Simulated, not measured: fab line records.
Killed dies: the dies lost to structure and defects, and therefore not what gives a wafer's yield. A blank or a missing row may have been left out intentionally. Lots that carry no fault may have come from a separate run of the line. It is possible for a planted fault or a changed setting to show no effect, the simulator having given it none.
fab line records -- flow n5-finfet
record: lots: 7, wafers: 21
route steps=1938 shown PMOS_HMC_CHANNEL_EPI@59 DUMMY_GATE@224 SD_EPI_N@288 SD_EPI_P@295 SD_ACTIVATION@330 SDB@353 HKMG_FIN@392 MOL_CONTACT_COAG@519
start-h: the number of hours between the record's first day and the start of the first shown wafer of the lot -- wait-h: time in hours since the lot's previous step -- " unchanged from the row above -- L1.1+2: several wafers, shown together as one row -- - value missing, or start not given -- * or withheld: withheld -- < > ~ a bound
route shown NAME@n: names a module that has steps shown in the file, with the first one's number in the route -- usual: mean and standard deviation over wafers with no fault -- same: alike in all rows -- chamber/n: place in a boat -- sites: the reading at each site -- _std_site: their standard deviation -- _edge_site: outer sites' mean less inner sites' -- radius-mm: how far each site lies from the wafer's centre -- mask NAME#n: copy n -- behind: the tool/chamber that last shaped the wafer -- hold: why the lot went on hold/how many hours it stayed there/how the hold came to an end -- device: which transistor (n, p or np) failed to switch -- end of line: the route-end tests of the same wafers -- where a step has no rows: the recipe by itself -- killed: dies lost to structure and defects at the first sort, not the wafer's yield -- map: dies across one wafer; x = killed, . = not, _ = none there
set.NAME: the setting the step ran with; set.NAME@STEP: the setting that earlier step ran with -- model.NAME: the simulator's own value behind a step, which no gauge read
lots where settings were altered on purpose, with a table for each step and a row for each wafer
== steps ==
step: N5_PMOS_HMC_CHANNEL_EPI_COAT_03
recipe: resist: CAR-ArF-block, spin-rpm: 1500, resist-thk-nm: 205
lot.wafer,tool,chamber,start-h,wait-h,set.spin-rpm,model.CAR-ArF-block_of_PMOS_HMC_CHANNEL_EPI_COAT_03.thk-nm
L077.1,litho-track-03,0,-,-,1500,204.1
L077.2,litho-track-03,0,-,-,1500,203.8
L077.6,litho-track-03,0,-,-,1500,203.7
L078.1,litho-track-03,0,-,-,1658,194.2
L078.2,litho-track-03,0,-,-,1500,204
L078.5,litho-track-03,0,-,-,1500,204.4
L085.1+6,litho-track-05,0,-,-,1500,204.4
L085.3,litho-track-05,0,-,-,1431,209.7
L086.1,litho-track-04,0,-,-,1500,205.4
L086.4,litho-track-04,0,-,-,1420,211.3
L086.5,litho-track-04,0,-,-,1500,205.1
L087.3,litho-track-04,0,-,-,1500,204.6
L087.5,litho-track-04,0,-,-,1500,204.8
L087.6,litho-track-04,0,-,-,1500,204.9
L092.3,litho-track-03,0,-,-,1500,204.2
L092.4,litho-track-03,0,-,-,1500,205
L092.5,litho-track-03,0,-,-,1500,204.5
L095.3+5,litho-track-05,0,-,-,1543,202.2
L095.4,litho-track-05,0,-,-,1500,204.9
step: N5_DUMMY_GATE_COAT_28
recipe: resist: underlayer, temp-c: 205, time-s: 60, spin-rpm: 1500, resist-thk-nm: 10
lot.wafer,tool,chamber,start-h,wait-h,set.spin-rpm,model.underlayer_of_DUMMY_GATE_COAT_28.thk-nm
L077.1+2,litho-track-02,0,-,-,1646,9.6
L077.6,litho-track-02,0,-,-,1500,10
L078.1,litho-track-03,0,-,-,1500,10
L078.2,litho-track-03,0,-,-,1594,9.6
L078.5,litho-track-03,0,-,-,1594,9.8
L085.1+6,litho-track-03,0,-,-,1500,10
L085.3,litho-track-03,0,-,-,1434,10.2
L086.1,litho-track-03,0,-,-,1366,10.6
L086.4+5,litho-track-03,0,-,-,1500,10
L087.3+5+6,litho-track-05,0,-,-,1500,10
L092.3,litho-track-05,0,-,-,1557,9.8
L092.4+5,litho-track-05,0,-,-,1500,10
L095.3+4+5,litho-track-02,0,-,-,1500,10
step: N5_DUMMY_GATE_EXPOSE_12
recipe: mask-id: GATE, na: 0.33, source-shape: annular, sigma-inner: 0.2, sigma-outer: 0.6, polarization: unpolarized, target-cd-nm: 25, dose-mj: 34
lot.wafer,tool,chamber,start-h,wait-h,mask,set.dose-mj
L077.1,euv-scanner-02,0,67.01,-,GATE#0,34
L077.2+6,euv-scanner-02,0,67.01,-,GATE#0,34.97
L078.1+5,euv-scanner-02,0,74.38,-,GATE#0,32.74
L078.2,euv-scanner-02,0,74.38,-,GATE#0,34
L085.1,euv-scanner-02,0,111.65,-,GATE#0,34
L085.3+6,euv-scanner-02,0,111.65,-,GATE#0,35.53
L086.1+5,euv-scanner-01,0,117.79,-,GATE#0,35.37
L086.4,euv-scanner-01,0,117.79,-,GATE#0,34
L087.3+5+6,euv-scanner-01,0,123.26,-,GATE#0,34
L092.3+4+5,euv-scanner-02,0,154.86,-,GATE#0,31.49
L095.3+5,euv-scanner-02,0,172.80,-,GATE#0,35.05
L095.4,euv-scanner-02,0,172.80,-,GATE#0,34
step: N5_DUMMY_GATE_PEB_13
recipe: peb-temp-c: 100, peb-time-s: 60, resist: CAR-EUV
step: N5_DUMMY_GATE_DEVELOP_14
recipe: develop-time-s: 30, developer: TMAH, resist: CAR-EUV, rinse-liquid: surfactant-rinse, dry: air-spin, dev-temp-c: 23
step: N5_DUMMY_GATE_CD_MEAS_15
recipe: target-cd-nm: 25.8, landing-energy-ev: 500, detector: se-inlens
usual: cd-nm: 24.96/0.24
lot.wafer,tool,chamber,start-h,wait-h,set.dose-mj@DUMMY_GATE_EXPOSE_12,cd-nm
L077.1,cd-sem-02,0,67.13,-,34,24.98
L077.2,cd-sem-02,0,67.13,-,34.97,24.96
L077.6,cd-sem-02,0,67.13,-,34.97,24.51
L078.1,cd-sem-01,0,74.50,-,32.74,25.82
L078.2,cd-sem-01,0,74.50,-,34,25.22
L078.5,cd-sem-01,0,74.50,-,32.74,25.68
L085.1,cd-sem-03,0,111.77,-,34,24.78
L085.3,cd-sem-03,0,111.77,-,35.53,24.29
L085.6,cd-sem-03,0,111.77,-,35.53,24.29
L086.1,cd-sem-02,0,117.91,-,35.37,24.43
L086.4,cd-sem-02,0,117.91,-,34,24.94
L086.5,cd-sem-02,0,117.91,-,35.37,24.18
L087.3,cd-sem-03,0,123.38,-,34,25.04
L087.5,cd-sem-03,0,123.38,-,34,24.94
L087.6,cd-sem-03,0,123.38,-,34,24.98
L092.3,cd-sem-02,0,154.98,-,31.49,26.72
L092.4,cd-sem-02,0,154.98,-,31.49,26.68
L092.5,cd-sem-02,0,154.98,-,31.49,26.57
L095.3,cd-sem-02,0,172.92,-,35.05,24.37
L095.4,cd-sem-02,0,172.92,-,34,25.12
L095.5,cd-sem-02,0,172.92,-,35.05,24.46
step: N5_SD_EPI_N_EPI_21
recipe: material: Si:P, dopant: P, temp-c: 680, pressure-torr: 255, time-s: 690
lot.wafer,tool,chamber,start-h,wait-h,set.temp-c,model.Si-P_of_SD_EPI_N_EPI_21.thk-nm
L077.1+2,epi-rpcvd-03,0,72.13,0.1,680,59.4
L077.6,epi-rpcvd-03,0,73.53,1.4,680,59
L078.1,epi-rpcvd-04,0,79.88,0.1,676.7,56.2
L078.2,epi-rpcvd-04,0,79.88,0.1,680,59.6
L078.5,epi-rpcvd-04,0,79.88,0.1,680,59.2
L085.1+6,epi-rpcvd-01,0,115.84,0.1,680,58.6
L085.3,epi-rpcvd-01,0,115.84,0.1,675.9,54.6
L086.1,epi-rpcvd-04,0,122.27,0.3,683,62
L086.4,epi-rpcvd-04,0,123.76,1.6,683,61.4
L086.5,epi-rpcvd-04,0,123.76,1.6,680,58.2
L087.3,epi-rpcvd-01,0,128.29,0.7,680,59.8
L087.5,epi-rpcvd-01,0,128.29,0.7,680,59.6
L087.6,epi-rpcvd-01,0,128.29,0.7,680,59.2
L092.3,epi-rpcvd-01,0,160.10,0.7,680,58.8
L092.4,epi-rpcvd-01,0,160.10,0.7,680,58.6
L092.5,epi-rpcvd-01,0,160.10,0.7,677.5,56.4
L095.3+4,epi-rpcvd-01,0,178.16,0.7,681.7,61
L095.5,epi-rpcvd-01,0,178.16,0.7,680,58.6
step: N5_SD_EPI_N_EPI_MEAS_23
recipe: mode: xrd
usual: thk-nm: 58.9/1
lot.wafer,tool,chamber,start-h,wait-h,set.temp-c@SD_EPI_N_EPI_21,thk-nm
L077.1,film-metro-01,-,73.84,1.4,680,58.5
L077.2,film-metro-01,-,73.84,1.4,680,59.2
L077.6,film-metro-01,-,73.84,1.4,680,59.9
L078.1,film-metro-01,-,81.59,1.4,676.7,55.3
L078.2,film-metro-01,-,81.59,1.4,680,58.6
L078.5,film-metro-01,-,81.59,1.4,680,58.6
L085.1,film-metro-01,-,117.55,1.4,680,57.8
L085.3,film-metro-01,-,117.55,1.4,675.9,53.3
L085.6,film-metro-01,-,117.55,1.4,680,57.6
L086.1,film-metro-01,-,125.29,2.5,683,59.2
L086.4,film-metro-01,-,125.29,2.5,683,61.6
L086.5,film-metro-01,-,125.29,2.5,680,57.9
L087.3,film-metro-01,-,129.45,0.9,680,59.2
L087.5,film-metro-01,-,129.45,0.9,680,58.0
L087.6,film-metro-01,-,129.45,0.9,680,58.5
L092.3,film-metro-02,-,161.25,0.9,680,59.6
L092.4,film-metro-02,-,161.25,0.9,680,58.4
L092.5,film-metro-02,-,161.25,0.9,677.5,56.9
L095.3,film-metro-01,-,179.32,0.9,681.7,60.2
L095.4,film-metro-01,-,179.32,0.9,681.7,63.3
L095.5,film-metro-01,-,179.32,0.9,680,59.9
step: N5_SD_EPI_P_COAT_34
recipe: resist: SOC, temp-c: 250, time-s: 60, spin-rpm: 1500, resist-thk-nm: 350
lot.wafer,tool,chamber,start-h,wait-h,set.spin-rpm,model.SOC_of_SD_EPI_P_COAT_34.thk-nm
L077.1,litho-track-03,0,74.46,0.0,1376,363.4
L077.2,litho-track-03,0,74.46,0.0,1376,363.8
L077.6,litho-track-03,0,74.46,0.0,1500,348.4
L078.1,litho-track-05,0,82.19,0.0,1406,362
L078.2,litho-track-05,0,82.19,0.0,1500,351
L078.5,litho-track-05,0,82.19,0.0,1406,361.6
L085.1,litho-track-04,0,118.30,0.0,1500,350.6
L085.3,litho-track-04,0,118.30,0.0,1500,350.2
L085.6,litho-track-04,0,118.30,0.0,1500,349.8
L086.1,litho-track-05,0,126.07,0.0,1500,350.4
L086.4,litho-track-05,0,126.07,0.0,1420,362.4
L086.5,litho-track-05,0,126.07,0.0,1500,352
L087.3,litho-track-04,0,130.03,0.0,1500,349.2
L087.5,litho-track-04,0,130.03,0.0,1500,350.2
L087.6,litho-track-04,0,130.03,0.0,1500,351
L092.3,litho-track-03,0,162.09,0.0,1550,343.8
L092.4,litho-track-03,0,162.09,0.0,1500,349.2
L092.5,litho-track-03,0,162.09,0.0,1550,343.2
L095.3+5,litho-track-03,0,179.96,0.0,1500,349.8
L095.4,litho-track-03,0,179.96,0.0,1553,344.2
step: N5_SD_EPI_P_COAT_35
recipe: resist: SiARC, temp-c: 220, time-s: 60, spin-rpm: 1500, resist-thk-nm: 35
step: N5_SD_EPI_P_COAT_03
recipe: resist: CAR-ArF-block, spin-rpm: 1500, resist-thk-nm: 150
step: N5_SD_EPI_P_EPI_21
recipe: material: SiGe:B, dopant: B, temp-c: 550, pressure-torr: 20, ambient: H2, time-s: 355
step: N5_SD_EPI_P_HM_STRIP_48
recipe: chemistry: H3PO4, temp-c: 160, material: SiNx, target: SiNx, target-depth-a: 30, overetch-fraction: 0.3
lot.wafer,tool,chamber,start-h,wait-h,set.temp-c@SD_EPI_N_EPI_21,model.Si-P_of_SD_EPI_N_EPI_21.thk-nm
L077.1,wet-bench-04,3,78.41,0.0,680,58.8
L077.2,wet-bench-04,7,78.41,0.0,680,58.6
L077.6,wet-bench-04,1,78.41,0.0,680,58.2
L078.1,wet-bench-03,1,87.07,0.0,676.7,55.6
L078.2,wet-bench-03,2,87.07,0.0,680,59
L078.5,wet-bench-03,3,87.07,0.0,680,58.6
L085.1,wet-bench-04,5,123.09,0.0,680,57.8
L085.3,wet-bench-04,6,123.09,0.0,675.9,54
L085.6,wet-bench-04,1,123.09,0.0,680,58
L086.1,wet-bench-04,7,129.99,0.0,683,61.2
L086.4,wet-bench-04,6,129.99,0.0,683,60.6
L086.5,wet-bench-04,4,129.99,0.0,680,57.6
L087.3,wet-bench-03,0,135.06,0.0,680,59
L087.5,wet-bench-03,3,135.06,0.0,680,58.8
L087.6,wet-bench-03,7,135.06,0.0,680,58.6
L092.3,wet-bench-04,1,166.84,0.0,680,58
L092.4,wet-bench-04,0,166.84,0.0,680,57.8
L092.5,wet-bench-04,7,166.84,0.0,677.5,55.8
L095.3+4,wet-bench-01,"1,4",184.83,0.0,681.7,60.4
L095.5,wet-bench-01,7,184.83,0.0,680,58
step: N5_SD_EPI_P_SRD_49
recipe: dry: ipa-marangoni, time-s: 30, temp-c: 23, rinse-liquid: diw
step: N5_SD_EPI_P_PRECLEAN_24
recipe: chemistry: O3/DIW, time-s: 45, temp-c: 22, o3-ppm: 10
lot.wafer,tool,chamber,start-h,wait-h,set.temp-c@SD_EPI_N_EPI_21,model.Si-P_of_SD_EPI_N_EPI_21.thk-nm
L077.1+2,wet-bench-04,"3,7",78.48,0.0,680,58.6
L077.6,wet-bench-04,1,78.48,0.0,680,58.2
L078.1,wet-bench-03,1,87.15,0.0,676.7,55.4
L078.2,wet-bench-03,2,87.15,0.0,680,58.8
L078.5,wet-bench-03,3,87.15,0.0,680,58.4
L085.1+6,wet-bench-04,"5,1",123.16,0.0,680,57.8
L085.3,wet-bench-04,6,123.16,0.0,675.9,53.8
L086.1,wet-bench-04,7,130.06,0.0,683,61
L086.4,wet-bench-04,6,130.06,0.0,683,60.4
L086.5,wet-bench-04,4,130.06,0.0,680,57.4
L087.3,wet-bench-03,0,135.13,0.0,680,59
L087.5,wet-bench-03,3,135.13,0.0,680,58.8
L087.6,wet-bench-03,7,135.13,0.0,680,58.4
L092.3,wet-bench-04,1,166.91,0.0,680,58
L092.4,wet-bench-04,0,166.91,0.0,680,57.8
L092.5,wet-bench-04,7,166.91,0.0,677.5,55.6
L095.3+4,wet-bench-01,"1,4",184.90,0.0,681.7,60.2
L095.5,wet-bench-01,7,184.90,0.0,680,57.8
step: N5_SD_EPI_P_PRECLEAN_32
recipe: chemistry: dHF, time-s: 10, dilution: 500:1, temp-c: 25
step: N5_SD_EPI_P_PRECLEAN_33
recipe: chemistry: SC2, time-s: 45, temp-c: 35, mix: 1:1:50
step: N5_SD_ACTIVATION_RTA_00
recipe: temp-c: 975, time-s: 0, ambient: N2, idle-temp-c: 600, ramp-up-c-per-s: 150, ramp-down-c-per-s: 60, cool-to-c: 600
step: N5_SD_ACTIVATION_LSA_01
recipe: temp-c: 1080, time-s: 0.0008, ambient: N2
step: N5_SD_ACTIVATION_RS_MEAS_03
recipe: thk-meas-gauge: four-point-probe
usual: RS_SD_N: 21.90/0.25, RS_SD_P: 56.2/1.1
lot.wafer,tool,chamber,start-h,wait-h,set.temp-c@SD_EPI_N_EPI_21,RS_SD_N[ohm/sq],RS_SD_P[ohm/sq]
L077.1,film-metro-01,-,78.98,0.2,680,21.89,56.7
L077.2,film-metro-01,-,78.98,0.2,680,21.91,56.1
L077.6,film-metro-01,-,78.98,0.2,680,21.94,56.2
L078.1,film-metro-02,-,87.65,0.2,676.7,23.09,55.1
L078.2,film-metro-02,-,87.65,0.2,680,21.62,55.3
L078.5,film-metro-02,-,87.65,0.2,680,21.78,55.7
L085.1,film-metro-02,-,123.66,0.2,680,22.14,57.1
L085.3,film-metro-02,-,123.66,0.2,675.9,23.59,57.3
L085.6,film-metro-02,-,123.66,0.2,680,22.09,57.1
L086.1,film-metro-01,-,130.57,0.2,683,20.65,55.6
L086.4,film-metro-01,-,130.57,0.2,683,21.05,54.5
L086.5,film-metro-01,-,130.57,0.2,680,21.93,55.4
L087.3,film-metro-02,-,135.68,0.2,680,21.54,57.4
L087.5,film-metro-02,-,135.68,0.2,680,21.62,56.8
L087.6,film-metro-02,-,135.68,0.2,680,21.59,56.4
L092.3,film-metro-01,-,167.63,0.2,680,22.21,56.1
L092.4,film-metro-01,-,167.63,0.2,680,22.29,56.3
L092.5,film-metro-01,-,167.63,0.2,677.5,22.97,55.2
L095.3,film-metro-01,-,185.52,0.2,681.7,21.32,54.8
L095.4,film-metro-01,-,185.52,0.2,681.7,21.20,54.7
L095.5,film-metro-01,-,185.52,0.2,680,21.99,55.5
step: N5_SDB_EXPOSE_08
recipe: mask-id: SDB, na: 1.35, source-shape: conventional, sigma-outer: 0.5, polarization: unpolarized, dose-mj: 49.6
lot.wafer,tool,chamber,start-h,wait-h,mask,set.dose-mj
L077.1+6,arfi-scanner-02,0,85.92,-,SDB#0,52.75
L077.2,arfi-scanner-02,0,85.92,-,SDB#0,49.6
L078.1+2,arfi-scanner-01,0,94.82,-,SDB#0,49.6
L078.5,arfi-scanner-01,0,94.82,-,SDB#0,48.03
L085.1+3,arfi-scanner-02,0,130.60,-,SDB#0,49.6
L085.6,arfi-scanner-02,0,130.60,-,SDB#0,47.61
L086.1+5,arfi-scanner-03,0,137.69,-,SDB#0,49.6
L086.4,arfi-scanner-03,0,137.69,-,SDB#0,52.22
L087.3+5+6,arfi-scanner-03,0,142.71,-,SDB#0,49.6
L092.3,arfi-scanner-02,0,175.05,-,SDB#0,48.11
L092.4+5,arfi-scanner-02,0,175.05,-,SDB#0,49.6
L095.3,arfi-scanner-02,0,192.39,-,SDB#0,49.6
L095.4+5,arfi-scanner-02,0,192.39,-,SDB#0,50.57
step: N5_SDB_PEB_09
recipe: peb-temp-c: withheld, peb-time-s: 60, resist: CAR-ArF
step: N5_SDB_DEVELOP_10
recipe: develop-time-s: 30, developer: TMAH, resist: CAR-ArF, rinse-liquid: diw, dry: air-spin, dev-temp-c: 23
step: N5_SDB_CD_MEAS_11
recipe: target-cd-nm: 50, landing-energy-ev: 500, detector: se-inlens, polarity: opening
usual: cd-nm: 49.4/1.2
lot.wafer,tool,chamber,start-h,wait-h,set.dose-mj@SDB_EXPOSE_08,cd-nm
L077.1,cd-sem-01,0,86.05,-,52.75,58.6
L077.2,cd-sem-01,0,86.05,-,49.6,48.4
L077.6,cd-sem-01,0,86.05,-,52.75,56.1
L078.1,cd-sem-03,0,94.95,-,49.6,49.4
L078.2,cd-sem-03,0,94.95,-,49.6,47.7
L078.5,cd-sem-03,0,94.95,-,48.03,45.6
L085.1,cd-sem-01,0,130.72,-,49.6,49.7
L085.3,cd-sem-01,0,130.72,-,49.6,47.6
L085.6,cd-sem-01,0,130.72,-,47.61,45.1
L086.1,cd-sem-02,0,137.82,-,49.6,49.3
L086.4,cd-sem-02,0,137.82,-,52.22,55.7
L086.5,cd-sem-02,0,137.82,-,49.6,49.9
L087.3,cd-sem-03,0,142.83,-,49.6,48.8
L087.5,cd-sem-03,0,142.83,-,49.6,50.8
L087.6,cd-sem-03,0,142.83,-,49.6,51.9
L092.3,cd-sem-03,0,175.17,-,48.11,47.4
L092.4,cd-sem-03,0,175.17,-,49.6,50.0
L092.5,cd-sem-03,0,175.17,-,49.6,48.8
L095.3,cd-sem-03,0,192.51,-,49.6,50.6
L095.4,cd-sem-03,0,192.51,-,50.57,54.9
L095.5,cd-sem-03,0,192.51,-,50.57,53.2
step: N5_HKMG_FIN_COAT_43
recipe: resist: CAR-ArF, spin-rpm: 1500, resist-thk-nm: 90
lot.wafer,tool,chamber,start-h,wait-h,set.spin-rpm,model.CAR-ArF_of_HKMG_FIN_COAT_43.thk-nm
L077.1,litho-track-04,0,-,-,1500,90
L077.2,litho-track-04,0,-,-,1588,87.2
L077.6,litho-track-04,0,-,-,1500,89.8
L078.1+2,litho-track-04,0,-,-,1500,90.2
L078.5,litho-track-04,0,-,-,1500,90.4
L085.1,litho-track-04,0,-,-,1500,89.8
L085.3,litho-track-04,0,-,-,1385,93
L085.6,litho-track-04,0,-,-,1500,90
L086.1,litho-track-01,0,-,-,1500,90.2
L086.4+5,litho-track-01,0,-,-,1500,90
L087.3+6,litho-track-04,0,-,-,1500,90.4
L087.5,litho-track-04,0,-,-,1500,90
L092.3,litho-track-05,0,-,-,1500,89.4
L092.4+5,litho-track-05,0,-,-,1500,90
L095.3,litho-track-01,0,-,-,1640,86.4
L095.4,litho-track-01,0,-,-,1500,90.2
L095.5,litho-track-01,0,-,-,1500,90.8
step: N5_HKMG_FIN_EBR_45
recipe: solvent: PGMEA, ebr-width-mm: 1.5
step: N5_HKMG_FIN_SOFTBAKE_44
recipe: temp-c: 110, time-s: 60, resist: CAR-ArF
step: N5_HKMG_FIN_EXPOSE_46
recipe: mask-id: NDIPOLE, na: 1.35, source-shape: conventional, sigma-outer: 0.8, polarization: unpolarized, dose-mj: 40
step: N5_HKMG_FIN_PEB_47
recipe: peb-temp-c: withheld, peb-time-s: 60, resist: CAR-ArF
step: N5_HKMG_FIN_DEVELOP_48
recipe: develop-time-s: 30, developer: TMAH, resist: CAR-ArF, rinse-liquid: diw, dry: air-spin, dev-temp-c: 23
lot.wafer,tool,chamber,start-h,wait-h,set.spin-rpm@HKMG_FIN_COAT_43,model.CAR-ArF_of_HKMG_FIN_COAT_43.thk-nm
L077.1+6,litho-track-01,0,-,-,1500,88.2
L077.2,litho-track-01,0,-,-,1588,85.6
L078.1+2,litho-track-05,0,-,-,1500,88.4
L078.5,litho-track-05,0,-,-,1500,88.8
L085.1+6,litho-track-05,0,-,-,1500,88.2
L085.3,litho-track-05,0,-,-,1385,91.4
L086.1+5,litho-track-01,0,-,-,1500,88.4
L086.4,litho-track-01,0,-,-,1500,88.2
L087.3,litho-track-05,0,-,-,1500,88.6
L087.5,litho-track-05,0,-,-,1500,88.4
L087.6,litho-track-05,0,-,-,1500,88.8
L092.3,litho-track-01,0,-,-,1500,87.8
L092.4,litho-track-01,0,-,-,1500,88.2
L092.5,litho-track-01,0,-,-,1500,88.4
L095.3,litho-track-04,0,-,-,1640,84.8
L095.4,litho-track-04,0,-,-,1500,88.4
L095.5,litho-track-04,0,-,-,1500,89
step: N5_HKMG_FIN_DESCUM_53
recipe: chemistry: O2, time-s: 7.9, source-power-w: 50, bias-power-w: 20, pressure-mtorr: 20, rf-frequency-hz: 2.712e+07, temp-c: 40, resist: CAR-ArF, o2-flow-sccm: 225
step: N5_HKMG_FIN_ETCH_54
recipe: chemistry: CF4, target: SiARC, target-depth-a: 455, mask-material: CAR-ArF, time-s: 75.8, ion-energy-ev: 80, pressure-mtorr: 40, source-w: 545, bias-w: 36, Ar_flow_sccm: 100, cf4-flow-sccm: 100, ends: cleared
lot.wafer,tool,chamber,start-h,wait-h,set.spin-rpm@HKMG_FIN_COAT_43,model.CAR-ArF_of_HKMG_FIN_COAT_43.thk-nm
L077.1+6,rie-diel-01,"3,0",92.54,0.0,1500,50.6
L077.2,rie-diel-01,0,92.54,0.0,1588,48.2
L078.1+2,rie-diel-01,"1,3",100.54,0.0,1500,50.8
L078.5,rie-diel-01,0,100.54,0.0,1500,51.4
L085.1,rie-diel-05,2,136.78,0.0,1500,50.8
L085.3,rie-diel-05,1,136.78,0.0,1385,54
L085.6,rie-diel-05,3,136.78,0.0,1500,51
L086.1,rie-diel-05,3,143.33,0.0,1500,51.2
L086.4,rie-diel-05,0,143.33,0.0,1500,50.8
L086.5,rie-diel-05,1,143.33,0.0,1500,51
L087.3,rie-diel-04,1,148.82,0.0,1500,51.4
L087.5,rie-diel-04,2,148.82,0.0,1500,51
L087.6,rie-diel-04,1,148.82,0.0,1500,51.2
L092.3,rie-diel-01,0,181.44,0.0,1500,50.4
L092.4,rie-diel-01,3,181.44,0.0,1500,50.6
L092.5,rie-diel-01,1,181.44,0.0,1500,50.8
L095.3,rie-diel-05,1,198.11,0.0,1640,47.4
L095.4,rie-diel-05,2,198.11,0.0,1500,51
L095.5,rie-diel-05,2,198.11,0.0,1500,51.4
step: N5_HKMG_FIN_COAT_66
recipe: resist: SOC, temp-c: 250, time-s: 60, spin-rpm: 1500, resist-thk-nm: 300
lot.wafer,tool,chamber,start-h,wait-h,set.spin-rpm,model.SOC_of_HKMG_FIN_COAT_66.thk-nm
L077.1,litho-track-01,0,98.36,0.2,1500,301
L077.2,litho-track-01,0,98.36,0.2,1500,301.2
L077.6,litho-track-01,0,98.36,0.2,1500,301.4
L078.1,litho-track-04,0,106.42,0.2,1500,300
L078.2,litho-track-04,0,106.42,0.2,1413,309.6
L078.5,litho-track-04,0,106.42,0.2,1500,299.8
L085.1+3,litho-track-05,0,142.47,0.2,1500,300.6
L085.6,litho-track-05,0,142.47,0.2,1500,300.8
L086.1,litho-track-05,0,149.00,0.2,1500,300.4
L086.4+5,litho-track-05,0,149.00,0.2,1374,313.6
L087.3,litho-track-01,0,154.74,0.2,1500,301
L087.5,litho-track-01,0,154.74,0.2,1500,302.2
L087.6,litho-track-01,0,154.74,0.2,1500,301.2
L092.3,litho-track-05,0,188.31,0.2,1500,300
L092.4,litho-track-05,0,188.31,0.2,1500,299.8
L092.5,litho-track-05,0,188.31,0.2,1500,299.4
L095.3+5,litho-track-05,0,203.96,0.2,1500,301
L095.4,litho-track-05,0,203.96,0.2,1566,295.4
step: N5_MOL_CONTACT_COAG_COAT_58
recipe: resist: underlayer, temp-c: 205, time-s: 60, spin-rpm: 1500, resist-thk-nm: 10
lot.wafer,tool,chamber,start-h,wait-h,set.spin-rpm,model.underlayer_of_MOL_CONTACT_COAG_COAT_58.thk-nm
L077.1+2,litho-track-02,0,-,-,1500,10
L077.6,litho-track-02,0,-,-,1559,9.8
L078.1+5,litho-track-02,0,-,-,1500,10
L078.2,litho-track-02,0,-,-,1569,9.8
L085.1+3,litho-track-04,0,-,-,1392,10.4
L085.6,litho-track-04,0,-,-,1500,10
L086.1+4,litho-track-02,0,-,-,1500,10
L086.5,litho-track-02,0,-,-,1578,9.8
L087.3+5+6,litho-track-04,0,-,-,1500,10
L092.3+4+5,litho-track-01,0,-,-,1500,10
L095.3,litho-track-04,0,-,-,1360,10.4
L095.4+5,litho-track-04,0,-,-,1500,10
== key ==
split: step: N5_PMOS_HMC_CHANNEL_EPI_COAT_03, setting: spin-rpm, stated: 1500, by: wafer
response: step: N5_PMOS_HMC_CHANNEL_EPI_COAT_03, reading: model.CAR-ArF-block_of_PMOS_HMC_CHANNEL_EPI_COAT_03.thk-nm, change: -1, per: 1%, r: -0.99
split: step: N5_DUMMY_GATE_COAT_28, setting: spin-rpm, stated: 1500, by: wafer
response: step: N5_DUMMY_GATE_COAT_28, reading: model.underlayer_of_DUMMY_GATE_COAT_28.thk-nm, change: -0.0516, per: 1%, r: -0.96
split: step: N5_DUMMY_GATE_EXPOSE_12, setting: dose-mj, stated: 34, by: wafer
response: step: N5_DUMMY_GATE_CD_MEAS_15, reading: cd-nm, change: -0.141, per: 1%, r: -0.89
split: step: N5_SD_EPI_N_EPI_21, setting: temp-c, stated: 680, by: wafer
response: step: N5_SD_EPI_N_EPI_21, reading: model.Si-P_of_SD_EPI_N_EPI_21.thk-nm, change: +7.02, per: 1%, r: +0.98
response: step: N5_SD_EPI_N_EPI_MEAS_23, reading: thk-nm, change: *, per: 1%, r: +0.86
response: step: N5_SD_EPI_P_HM_STRIP_48, reading: model.Si-P_of_SD_EPI_N_EPI_21.thk-nm, change: +6.79, per: 1%, r: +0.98
response: step: N5_SD_EPI_P_PRECLEAN_24, reading: model.Si-P_of_SD_EPI_N_EPI_21.thk-nm, change: +6.93, per: 1%, r: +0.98
response: step: N5_SD_ACTIVATION_RS_MEAS_03, reading: RS_SD_N, change: -2.5, per: 1%, r: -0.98
split: step: N5_SD_EPI_P_COAT_34, setting: spin-rpm, stated: 1500, by: wafer
response: step: N5_SD_EPI_P_COAT_34, reading: model.SOC_of_SD_EPI_P_COAT_34.thk-nm, change: -1.83, per: 1%, r: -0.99
split: step: N5_SDB_EXPOSE_08, setting: dose-mj, stated: 49.6, by: wafer
response: step: N5_SDB_CD_MEAS_11, reading: cd-nm, change: +1.17, per: 1%, r: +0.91
split: step: N5_HKMG_FIN_COAT_43, setting: spin-rpm, stated: 1500, by: wafer
response: step: N5_HKMG_FIN_COAT_43, reading: model.CAR-ArF_of_HKMG_FIN_COAT_43.thk-nm, change: -0.432, per: 1%, r: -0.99
response: step: N5_HKMG_FIN_DEVELOP_48, reading: model.CAR-ArF_of_HKMG_FIN_COAT_43.thk-nm, change: -0.423, per: 1%, r: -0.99
response: step: N5_HKMG_FIN_ETCH_54, reading: model.CAR-ArF_of_HKMG_FIN_COAT_43.thk-nm, change: -0.407, per: 1%, r: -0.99
split: step: N5_HKMG_FIN_COAT_66, setting: spin-rpm, stated: 1500, by: wafer
response: step: N5_HKMG_FIN_COAT_66, reading: model.SOC_of_HKMG_FIN_COAT_66.thk-nm, change: -1.55, per: 1%, r: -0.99
split: step: N5_MOL_CONTACT_COAG_COAT_58, setting: spin-rpm, stated: 1500, by: wafer
response: step: N5_MOL_CONTACT_COAG_COAT_58, reading: model.underlayer_of_MOL_CONTACT_COAG_COAT_58.thk-nm, change: -0.0462, per: 1%, r: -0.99
